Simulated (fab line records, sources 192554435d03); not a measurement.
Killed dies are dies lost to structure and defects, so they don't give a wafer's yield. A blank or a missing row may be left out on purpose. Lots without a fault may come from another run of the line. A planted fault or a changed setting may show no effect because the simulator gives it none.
fab line records | flow n5_finfet
record lots=7 wafers=39
route steps=1938 shown BEOL_M2@860 BEOL_M3@981 BEOL_M5@1112 BEOL_M7@1267
start_h: hours from the record's first day to the start of the lot's first wafer shown | wait_h: hours since the lot's step before | " the same as in the row above | L1.1+2: a row that stands for several wafers | - no value, or no start given | * or withheld: withheld | < > ~ a bound
route shown NAME@n: a module of which the file shows steps, and the number in the route of the first | usual: mean/standard deviation of fault-free wafers | same: alike in all rows | chamber/n: place in a boat | sites: the reading at each site | _std_site: their standard deviation | _edge_site: outer sites' mean less inner sites' | radius_mm: how far each site lies from the wafer's centre | mask NAME#n: copy n | behind: the tool/chamber that last shaped the wafer | hold: why the lot was held/for how many hours/how that ended | device: the transistor (n, p or np) that didn't switch | end of line: the same wafers' tests at the end of the route | a step without rows: its recipe alone | killed: dies lost to structure and defects at the first sort, not the wafer's yield | map: a wafer's dies, x killed, . not, _ none there
set.NAME: the setting as run; set.NAME@STEP: as run at that earlier step | model.NAME: the simulator's own value behind a step, which no gauge read
lots whose settings were changed on purpose; a table a step, a row a wafer
## steps
# step N5_BEOL_M2_ETCH_64
# recipe chemistry=N2/H2 target=SOC target_depth_a=750 overetch_a=225 mask_material=SiARC temp_c=40 time_s=121.9 ion_energy_ev=200 pressure_mtorr=30 source_w=840 bias_w=150 n2_flow_sccm=200 h2_flow_sccm=200
# columns lot.wafer tool chamber start_h wait_h set.time_s model.SiARC_of_BEOL_M2_COAT_62.thk_nm
L074.1+2+6 rie_diel-05 2,0,1 142.65 0.0 156.5 4.8
L074.3 " 1 " " 121.9 6.4
L074.4+5 " 3,2 " " 121.9 6.6
L075.1+6 rie_diel-04 3 151.16 0.0 121.9 6
L075.2+3+5 " 0,2,0 " " 121.9 6.4
L075.4 " 2 " " 121.9 6.2
L082.2+6 rie_diel-05 1,2 187.18 0.0 121.9 6.6
L082.3 " 0 " " 121.9 6.4
L088.1+2+4+5+6 rie_diel-05 1,3,2,1,0 221.42 0.0 121.9 6.4
L088.3 " 0 " " 121.9 6.2
L089.1+2+5 rie_diel-06 3,0,0 237.20 0.0 121.9 6.4
L089.3+4 " 2,1 " " 121.9 6
L089.6 " 3 " " 121.9 6.2
L094.1 rie_diel-05 3 275.83 0.0 121.9 6.6
L094.2+3 " 0,1 " " 172.6 4
L094.4+6 " 2,0 " " 121.9 6.4
L094.5 " 3 " " 172.6 4.2
L096.1+4 rie_diel-06 1,2 285.99 0.0 121.9 6
L096.2 " 3 " " 166 4.2
L096.3 " 0 " " 166 4.4
L096.5 " 1 " " 166 3.8
L096.6 " 0 " " 121.9 6.4
# step N5_BEOL_M2_STRIP_65
# recipe chemistry=N2/H2 temp_c=40 n2_flow_sccm=200 h2_flow_sccm=200 rf_frequency_hz=6e+07
# step N5_BEOL_M2_STRIP_75
# recipe chemistry=N2/H2 temp_c=40 n2_flow_sccm=200 h2_flow_sccm=200 rf_frequency_hz=6e+07
# step N5_BEOL_M2_STRIP_66
# recipe chemistry=CF4 resist=SiARC power_w=300 bias_power_w=75 pressure_mtorr=50 cf4_flow_sccm=150 rf_frequency_hz=6e+07
# step N5_BEOL_M2_HM_OPEN_17
# recipe chemistry=Cl2/BCl3 target_depth_a=200 overetch_a=60 target=TiN mask_material=SOC ion_energy_ev=150 pressure_mtorr=10 icp_w=1000 bias_w=126 Cl2_flow_sccm=53.25 bcl3_flow_sccm=21.75 Ar_flow_sccm=25
# columns lot.wafer tool chamber start_h wait_h set.time_s@BEOL_M2_ETCH_64 model.etch.depth_nm model.BEOL_M2.cd_offset_nm
L074.1 rie_metal-02 0 142.83 0.0 156.5 16.55 0.8
L074.2 " 1 " " 156.5 16.51 1.2
L074.3 " 1 " " 121.9 19.38 0.2
L074.4 " 0 " " 121.9 19.65 0
L074.5 " 0 " " 121.9 19.81 0
L074.6 " 1 " " 156.5 16.54 0.8
L075.1 rie_metal-03 1 151.33 0.0 121.9 20.17 0.4
L075.2 " 0 " " 121.9 20.08 0
L075.3 " 1 " " 121.9 20.12 0
L075.4 " 0 " " 121.9 19.79 0.4
L075.5 " 1 " " 121.9 19.97 0.2
L075.6 " 0 " " 121.9 20.21 0.2
L082.2 rie_metal-01 1 187.35 0.0 121.9 20.27 0.4
L082.3 " 1 " " 121.9 20.07 0.6
L082.6 " 1 " " 121.9 20.07 0.2
L088.1 rie_metal-02 1 221.59 0.0 121.9 20.3 0.4
L088.2 " 0 " " 121.9 20.43 0.4
L088.3 " 0 " " 121.9 20.37 0.4
L088.4 " 1 " " 121.9 20.11 0.2
L088.5 " 0 " " 121.9 20.26 0.4
L088.6 " 1 " " 121.9 20.34 0.4
L089.1 rie_metal-02 1 237.37 0.0 121.9 19.61 0
L089.2 " 0 " " 121.9 19.65 0.4
L089.3 " 1 " " 121.9 19.86 0.2
L089.4 " 0 " " 121.9 19.83 -0.2
L089.5 " 0 " " 121.9 19.55 0.2
L089.6 " 1 " " 121.9 19.52 -0.2
L094.1 rie_metal-01 1 276.00 0.0 121.9 20.46 0
L094.2 " 1 " " 172.6 15.36 1.4
L094.3 " 1 " " 172.6 15.36 1.2
L094.4 " 1 " " 121.9 20.31 -0.2
L094.5 " 1 " " 172.6 15.61 1.2
L094.6 " 1 " " 121.9 20.08 0.4
L096.1 rie_metal-02 0 286.16 0.0 121.9 20.07 0
L096.2 " 1 " " 166 15.56 0.6
L096.3 " 1 " " 166 15.74 1
L096.4 " 0 " " 121.9 19.66 0
L096.5 " 1 " " 166 15.71 0.8
L096.6 " 0 " " 121.9 20.09 0
# step N5_BEOL_M2_STRIP_19
# recipe chemistry=O2 power_w=400 temp_c=40 pressure_mtorr=30 rf_frequency_hz=6e+07 bias_power_w=0 overash_fraction=0.2 o2_flow_sccm=225
# step N5_BEOL_M2_PRECLEAN_42
# recipe chemistry=residue_remover time_s=60 temp_c=40
# step N5_BEOL_M2_SRD_43
# recipe time_s=30 temp_c=23 rinse_liquid=diw dry=ipa_marangoni
# step N5_BEOL_M2_CD_MEAS_35
# recipe target_cd_nm=18 target_cd_y_nm=22.2 polarity=opening
# usual cd_nm=18.1/0.35
# columns lot.wafer tool chamber start_h wait_h set.time_s@BEOL_M2_ETCH_64 cd_nm
L075.1 cd_sem-03 - 153.90 0.0 121.9 18.5
L075.2 " - " " 121.9 18.2
L075.3 " - " " 121.9 18.1
L075.4 " - " " 121.9 18.6
L075.5 " - " " 121.9 18.6
L075.6 " - " " 121.9 18.2
L074.1 cd_sem-01 - 153.97 0.0 156.5 18.9
L074.2 " - " " 156.5 19.7
L074.3 " - " " 121.9 18.1
L074.4 " - " " 121.9 17.7
L074.5 " - " " 121.9 18.4
L074.6 " - " " 156.5 18.8
L082.2 cd_sem-03 - 189.42 0.0 121.9 18.3
L082.3 " - " " 121.9 18.3
L082.6 " - " " 121.9 18.3
L088.1 cd_sem-03 - 233.97 0.0 121.9 18.5
L088.2 " - " " 121.9 18.2
L088.3 " - " " 121.9 18.3
L088.4 " - " " 121.9 18.4
L088.5 " - " " 121.9 18.2
L088.6 " - " " 121.9 18.3
L089.1 cd_sem-01 - 244.78 0.0 121.9 18.0
L089.2 " - " " 121.9 18.4
L089.3 " - " " 121.9 18.4
L089.4 " - " " 121.9 18.0
L089.5 " - " " 121.9 18.2
L089.6 " - " " 121.9 17.9
L094.1 cd_sem-01 - 280.78 0.0 121.9 17.7
L094.2 " - " " 172.6 19.8
L094.3 " - " " 172.6 19.8
L094.4 " - " " 121.9 17.7
L094.5 " - " " 172.6 19.5
L094.6 " - " " 121.9 18.5
L096.1 cd_sem-02 - 307.06 0.0 121.9 18.0
L096.2 " - " " 166 19.0
L096.3 " - " " 166 19.5
L096.4 " - " " 121.9 18.1
L096.5 " - " " 166 19.1
L096.6 " - " " 121.9 18.1
# step N5_BEOL_M3_ETCH_41
# recipe chemistry=CH3F/O2 target=SiCN target_depth_a=299 taper_deg=2 time_s=52.5 ion_energy_ev=120 mask_material=TiN pressure_mtorr=30 source_w=395 bias_w=75 Ar_flow_sccm=150 CH3F_flow_sccm=30 O2_flow_sccm=20
# columns lot.wafer tool chamber start_h wait_h set.target_depth_a model.etch.depth_nm
L075.1 rie_diel-03 1 - - 299 20.22
L075.2 " 0 " " 299 20.08
L075.3 " 3 " " 299 19.71
L075.4 " 2 " " 299 20.18
L075.5 " 1 " " 299 20.3
L075.6 " 0 " " 299 20.14
L074.1 rie_diel-03 0 - - 471 31.6
L074.2 " 2 " " 299 20.24
L074.3 " 3 " " 299 19.69
L074.4 " 3 " " 471 31.15
L074.5 " 0 " " 299 20.18
L074.6 " 2 " " 471 31.71
L082.2 rie_diel-03 0 - - 299 20.1
L082.3 " 2 " " 299 20.09
L082.6 " 3 " " 299 19.7
L088.1 rie_diel-02 2 - - 457.8 30.57
L088.2 " 0 " " 299 19.84
L088.3 " 1 " " 457.8 29.94
L088.4 " 3 " " 299 20.28
L088.5 " 3 " " 299 20.36
L088.6 " 2 " " 457.8 30.75
L089.1 rie_diel-02 1 - - 299 19.57
L089.2 " 3 " " 299 20.5
L089.3 " 0 " " 299 19.97
L089.4 " 2 " " 299 19.91
L089.5 " 2 " " 299 20
L089.6 " 3 " " 299 20.41
L094.1 rie_diel-03 1 - - 123 8.539
L094.2 " 0 " " 123 8.23
L094.3 " 2 " " 299 20.01
L094.4 " 3 " " 123 8.022
L094.5 " 3 " " 299 19.59
L094.6 " 2 " " 299 19.99
L096.1 rie_diel-01 0 - - 217.6 14.35
L096.2 " 1 " " 299 19.57
L096.3 " 2 " " 217.6 14.49
L096.4 " 2 " " 299 19.98
L096.5 " 0 " " 217.6 14.26
L096.6 " 1 " " 299 19.56
# step N5_BEOL_M5_ILD_DEP_00
# recipe material=SiCOH_lowk target_thk_a=1406.4 temp_c=300 precursor=DEMS/porogen pressure_torr=5 rf_w=500 time_s=25.9
# columns lot.wafer tool chamber start_h wait_h set.target_thk_a model.SiCOH_lowk_of_BEOL_M5_ILD_DEP_00.thk_nm
L075.1+6 pecvd-02 0 178.75 0.8 1087 107.8
L075.2 " 1 " " 1406.4 139.2
L075.3 " 2 " " 1087 110.2
L075.4 " 2 " " 1406.4 143
L075.5 " 1 " " 1406.4 141.2
L074.1 pecvd-02 0 187.85 0.8 1406.4 137.8
L074.2 " 1 " " 1406.4 138.6
L074.3 " 2 " " 1859 185.4
L074.4 " 2 " " 1859 186.4
L074.5 " 0 " " 1406.4 140.8
L074.6 " 1 " " 1859 185.6
L082.2 pecvd-04 0 231.23 0.7 1406.4 141
L082.3 " 2 " " 1406.4 140
L082.6 " 1 " " 1406.4 142.4
L088.1 pecvd-01 1 281.57 0.8 1811 181.8
L088.2 " 0 " " 1811 181.6
L088.3 " 2 " " 1406.4 141.4
L088.4 " 2 " " 1406.4 143
L088.5 " 1 " " 1406.4 144.6
L088.6 " 0 " " 1811 183.6
L089.1 pecvd-01 0 292.90 0.8 1679 167.2
L089.2 " 2 " " 1406.4 140.4
L089.3 " 1 " " 1406.4 142.2
L089.4 " 0 " " 1679 169.2
L089.5 " 2 " " 1406.4 142
L089.6 " 1 " " 1679 171.8
L094.1 pecvd-04 2 331.76 0.8 1406.4 138.8
L094.2 " 0 " " 938.2 94.2
L094.3 " 1 " " 1406.4 138
L094.4 " 2 " " 1406.4 141.4
L094.5 " 0 " " 938.2 96
L094.6 " 1 " " 938.2 92.8
L096.1 pecvd-02 2 340.58 0.8 1120 109.4
L096.2 " 1 " " 1120 109.8
L096.3 " 0 " " 1120 108.4
L096.4 " 0 " " 1406.4 141.2
L096.5 " 2 " " 1406.4 139.8
L096.6 " 1 " " 1406.4 140.6
# step N5_BEOL_M5_CURE_79
# recipe temp_c=385 time_s=240 ambient=He/Ar material=SiCOH_lowk
# columns lot.wafer tool chamber start_h wait_h set.target_thk_a@BEOL_M5_ILD_DEP_00 model.SiCOH_lowk_of_BEOL_M5_ILD_DEP_00.thk_nm
L075.1 uv_cure-02 0 178.81 0.0 1087 92.4
L075.2 " 0 " " 1406.4 119.6
L075.3 " 0 " " 1087 94.6
L075.4 " 0 " " 1406.4 123
L075.5 " 0 " " 1406.4 121.6
L075.6 " 0 " " 1087 92.6
L074.1 uv_cure-02 2 187.91 0.0 1406.4 118.4
L074.2 " 2 " " 1406.4 119.2
L074.3 " 2 " " 1859 159.8
L074.4 " 2 " " 1859 160.8
L074.5 " 2 " " 1406.4 121
L074.6 " 2 " " 1859 160
L082.2 uv_cure-01 0 231.37 0.1 1406.4 121.2
L082.3 " 0 " " 1406.4 120.4
L082.6 " 0 " " 1406.4 122.4
L088.1 uv_cure-02 2 281.63 0.0 1811 156.8
L088.2 " 2 " " 1811 156.6
L088.3 " 2 " " 1406.4 121.6
L088.4 " 2 " " 1406.4 123
L088.5 " 2 " " 1406.4 124.4
L088.6 " 2 " " 1811 158.4
L089.1 uv_cure-03 0 292.96 0.0 1679 144
L089.2 " 0 " " 1406.4 120.8
L089.3 " 0 " " 1406.4 122.4
L089.4 " 0 " " 1679 145.8
L089.5 " 0 " " 1406.4 122.2
L089.6 " 0 " " 1679 148
L094.1 uv_cure-03 1 331.82 0.0 1406.4 119.4
L094.2 " 1 " " 938.2 80.8
L094.3 " 1 " " 1406.4 118.6
L094.4 " 1 " " 1406.4 121.6
L094.5 " 1 " " 938.2 82.4
L094.6 " 1 " " 938.2 79.6
L096.1 uv_cure-01 0 340.64 0.0 1120 94
L096.2 " 0 " " 1120 94.4
L096.3 " 0 " " 1120 93
L096.4 " 0 " " 1406.4 121.4
L096.5 " 0 " " 1406.4 120.4
L096.6 " 0 " " 1406.4 121
# step N5_BEOL_M5_THK_MEAS_01
# recipe reads=SiCOH_lowk_of_BEOL_M5_ILD_DEP_00
# usual M5_ILD_THK=121.5/1.7
# columns lot.wafer tool chamber start_h wait_h set.target_thk_a@BEOL_M5_ILD_DEP_00 M5_ILD_THK[nm]
L075.1 film_metro-02 - 179.33 0.4 1087 92.6
L075.2 " - " " 1406.4 119.8
L075.3 " - " " 1087 94.6
L075.4 " - " " 1406.4 122.9
L075.5 " - " " 1406.4 121.5
L075.6 " - " " 1087 92.5
L074.1 film_metro-01 - 188.42 0.4 1406.4 118.6
L074.2 " - " " 1406.4 119.2
L074.3 " - " " 1859 159.9
L074.4 " - " " 1859 160.9
L074.5 " - " " 1406.4 121.2
L074.6 " - " " 1859 160.1
L082.2 film_metro-01 - 231.81 0.4 1406.4 121.2
L082.3 " - " " 1406.4 120.5
L082.6 " - " " 1406.4 122.5
L088.1 film_metro-01 - 282.15 0.4 1811 156.8
L088.2 " - " " 1811 156.6
L088.3 " - " " 1406.4 121.7
L088.4 " - " " 1406.4 123.0
L088.5 " - " " 1406.4 124.3
L088.6 " - " " 1811 158.3
L089.1 film_metro-01 - 293.47 0.4 1679 144.0
L089.2 " - " " 1406.4 120.7
L089.3 " - " " 1406.4 122.4
L089.4 " - " " 1679 145.7
L089.5 " - " " 1406.4 122.2
L089.6 " - " " 1679 148.0
L094.1 film_metro-02 - 332.33 0.4 1406.4 119.5
L094.2 " - " " 938.2 80.9
L094.3 " - " " 1406.4 118.7
L094.4 " - " " 1406.4 121.7
L094.5 " - " " 938.2 82.3
L094.6 " - " " 938.2 79.6
L096.1 film_metro-02 - 341.15 0.4 1120 94.0
L096.2 " - " " 1120 94.5
L096.3 " - " " 1120 93.0
L096.4 " - " " 1406.4 121.4
L096.5 " - " " 1406.4 120.4
L096.6 " - " " 1406.4 120.9
# step N5_BEOL_M7_HM_DEP_02
# recipe material=TiN target_thk_a=200 temp_c=25 chamber_pressure_pa=0.49996
# columns lot.wafer tool chamber start_h wait_h set.target_thk_a model.TiN_of_BEOL_M7_HM_DEP_02.thk_nm
L075.1+4 pvd_sputter-01 - 202.54 0.3 200 19.8
L075.2 " - " " 200 20
L075.3 " - " " 147.1 15
L075.5 " - " " 147.1 14.8
L075.6 " - " " 147.1 14.6
L074.1 pvd_sputter-03 - 211.15 0.7 200 20.2
L074.2+3 " - " " 200 20.4
L074.4+6 " - " " 116.2 11.6
L074.5 " - " " 116.2 12
L082.2 pvd_sputter-03 - 256.60 0.6 200 20
L082.3+6 " - " " 200 20.2
L088.1 pvd_sputter-02 - 304.13 0.3 200 19.4
L088.2+4 " - " " 121.6 12
L088.3+5 " - " " 200 19.6
L088.6 " - " " 121.6 11.8
L089.1 pvd_sputter-02 - 316.57 1.4 244.7 24.4
L089.2+6 " - " " 244.7 24.6
L089.3+5 " - " " 200 20.2
L089.4 " - " " 200 20
L094.1+2+5 pvd_sputter-03 - 365.29 2.2 200 20
L094.3+4 " - " " 99.79 9.8
L094.6 " - " " 99.79 10
L096.1+3 pvd_sputter-02 - 366.18 1.4 200 20.4
L096.2+5+6 " - " " 98.32 10.2
L096.4 " - " " 200 20.2
# step N5_BEOL_M7_COAT_59
# recipe resist=SOC temp_c=250 time_s=60 spin_rpm=1500 resist_thk_nm=100
# step N5_BEOL_M7_COAT_60
# recipe resist=SiARC temp_c=220 time_s=60 spin_rpm=1500 resist_thk_nm=35
# step N5_BEOL_M7_STRIP_68
# recipe chemistry=N2/H2 temp_c=40 n2_flow_sccm=200 h2_flow_sccm=200 rf_frequency_hz=6e+07
# step N5_BEOL_M7_STRIP_67
# recipe chemistry=CF4 resist=SiARC power_w=300 bias_power_w=75 pressure_mtorr=50 cf4_flow_sccm=150 rf_frequency_hz=6e+07
# step N5_BEOL_M7_HM_OPEN_17
# recipe chemistry=Cl2/BCl3 target_depth_a=200 overetch_a=60 target=TiN mask_material=SOC ion_energy_ev=150 pressure_mtorr=10 icp_w=1000 bias_w=126 Cl2_flow_sccm=53.25 bcl3_flow_sccm=21.75 Ar_flow_sccm=25
# usual oes_product_au=0.68/0.068
# columns lot.wafer tool chamber start_h wait_h set.target_thk_a@BEOL_M7_HM_DEP_02 oes_product_au model.etch.depth_nm
L075.1 rie_metal-02 0 203.54 0.0 200 0.72 19.75
L075.2 " 1 " " 200 0.66 20
L075.3 " 0 " " 147.1 0.62 14.97
L075.4 " 1 " " 200 0.65 19.87
L075.5 " 1 " " 147.1 0.56 14.71
L075.6 " 0 " " 147.1 0.62 14.57
L074.1 rie_metal-02 1 211.89 0.0 200 0.66 20.17
L074.2 " 0 " " 200 0.73 20.47
L074.3 " 1 " " 200 0.66 20.45
L074.4 " 0 " " 116.2 0.55 11.55
L074.5 " 1 " " 116.2 0.51 12.04
L074.6 " 0 " " 116.2 0.55 11.69
L082.2 rie_metal-03 0 257.46 0.0 200 0.70 20
L082.3 " 1 " " 200 0.74 20.18
L082.6 " 1 " " 200 0.74 20.21
L088.1 rie_metal-01 1 304.90 0.0 200 0.78 19.5
L088.2 " 0 " " 121.6 0.61 11.91
L088.3 " 1 " " 200 0.79 19.61
L088.4 " 0 " " 121.6 0.61 11.9
L088.5 " 0 " " 200 0.79 19.67
L088.6 " 1 " " 121.6 0.61 11.8
L089.1 rie_metal-03 1 317.72 0.0 244.7 0.81 24.5
L089.2 " 0 " " 244.7 0.77 24.67
L089.3 " 0 " " 200 0.69 20.14
L089.4 " 1 " " 200 0.72 20.06
L089.5 " 1 " " 200 0.72 20.19
L089.6 " 0 " " 244.7 0.77 24.64
L094.1 rie_metal-03 1 366.83 0.0 200 0.71 20.06
L094.2 " 0 " " 200 0.68 20.06
L094.3 " 1 " " 99.79 0.51 9.839
L094.4 " 0 " " 99.79 0.49 9.829
L094.5 " 1 " " 200 0.71 20.02
L094.6 " 0 " " 99.79 0.48 9.919
L096.1 rie_metal-02 1 367.18 0.1 200 0.64 20.37
L096.2 " 0 " " 98.32 0.49 10.13
L096.3 " 0 " " 200 0.69 20.42
L096.4 " 1 " " 200 0.63 20.29
L096.5 " 0 " " 98.32 0.50 10.14
L096.6 " 1 " " 98.32 0.46 10.18
## key
split step=N5_BEOL_M2_ETCH_64 setting=time_s stated=121.9 by=wafer
response step=N5_BEOL_M2_ETCH_64 reading=model.SiARC_of_BEOL_M2_COAT_62.thk_nm change=-0.0576 per=1% r=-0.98
response step=N5_BEOL_M2_HM_OPEN_17 reading=model.etch.depth_nm change=-0.115 per=1% r=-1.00
response step=N5_BEOL_M2_HM_OPEN_17 reading=model.BEOL_M2.cd_offset_nm change=+0.0269 per=1% r=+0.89
response step=N5_BEOL_M2_CD_MEAS_35 reading=cd_nm change=+0.037 per=1% r=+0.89
split step=N5_BEOL_M3_ETCH_41 setting=target_depth_a stated=299 by=wafer
response step=N5_BEOL_M3_ETCH_41 reading=model.etch.depth_nm change=+0.197 per=1% r=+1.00
split step=N5_BEOL_M5_ILD_DEP_00 setting=target_thk_a stated=1406.4 by=wafer
response step=N5_BEOL_M5_ILD_DEP_00 reading=model.SiCOH_lowk_of_BEOL_M5_ILD_DEP_00.thk_nm change=+1.41 per=1% r=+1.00
response step=N5_BEOL_M5_CURE_79 reading=model.SiCOH_lowk_of_BEOL_M5_ILD_DEP_00.thk_nm change=+1.23 per=1% r=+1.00
response step=N5_BEOL_M5_THK_MEAS_01 reading=M5_ILD_THK change=+1.23 per=1% r=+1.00
split step=N5_BEOL_M7_HM_DEP_02 setting=target_thk_a stated=200 by=wafer
response step=N5_BEOL_M7_HM_DEP_02 reading=model.TiN_of_BEOL_M7_HM_DEP_02.thk_nm change=+0.2 per=1% r=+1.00
response step=N5_BEOL_M7_HM_OPEN_17 reading=oes_product_au change=+0.00372 per=1% r=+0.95
response step=N5_BEOL_M7_HM_OPEN_17 reading=model.etch.depth_nm change=+0.201 per=1% r=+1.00
